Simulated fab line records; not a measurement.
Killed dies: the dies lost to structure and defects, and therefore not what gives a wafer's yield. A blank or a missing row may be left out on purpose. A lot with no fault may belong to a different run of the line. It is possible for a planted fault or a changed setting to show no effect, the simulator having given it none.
Which tool is to blame?	flow nand-harc	18 wafers from 6 lots sampled at 2 of the route's 1159 steps

## WHAT EACH GAUGE READ, for each wafer
NHARC_THIN_TSV_CD_MEAS_12: the cd target is 1000 nm.
lot	measured	on	cd-nm (nm)
L667	day 19 02:44	cd-sem-02	996.9 997.5 998.3
L670	day 18 22:28	cd-sem-01	998.6 997.8 999.8
L678	day 22 02:46	cd-sem-01	1000.9 999.9 999.0
L682	day 22 14:40	cd-sem-03	997.7 999.8 999.2
L685	day 23 06:33	cd-sem-02	1000.1 1000.2 999.8
L689	day 23 07:46	cd-sem-01	999.9 1001.0 999.5

## WHICH TOOL RAN EACH LOT (tool, then ch and the chambers of the sampled wafers, then the start)
lot	NHARC_A_STAIRCASE_ETCH_19
L667	rie-diel-02 ch 0,2,3, day 11 07:11
L670	rie-diel-06 ch 1,2,3, day 11 14:49
L678	rie-diel-06 ch 1,2,3, day 14 03:41
L682	rie-diel-07 ch 0,2,3, day 14 17:55
L685	rie-diel-02 ch 1,2, day 15 10:23
L689	rie-diel-02 ch 1,2,3, day 16 01:26
- NHARC_A_STAIRCASE_ETCH_19: etches the open film in C4F8/O2, target depth 100 nm, time 40.5 s.

## THE ANSWER, worked out from the rows above alone
Rule: usual is defined by the lots themselves. The widest of any qualifying gaps counts: lots, ordered by their means at a reading, are off when they make up no more than a third of the lots, leave a main group of 4 or more, and stand apart from it by 3 or more times the standard deviation of that group's means. Not used: any main group whose means are identical at the precision the tables above print for the reading. A lot without any number at a reading at which 4 lots or more have one is off too. All remaining lots with rows at the step are treated as sound.
No lot is off at any reading shown: from this, nothing can be told.

## WHAT THE SIMULATOR HAD PUT IN
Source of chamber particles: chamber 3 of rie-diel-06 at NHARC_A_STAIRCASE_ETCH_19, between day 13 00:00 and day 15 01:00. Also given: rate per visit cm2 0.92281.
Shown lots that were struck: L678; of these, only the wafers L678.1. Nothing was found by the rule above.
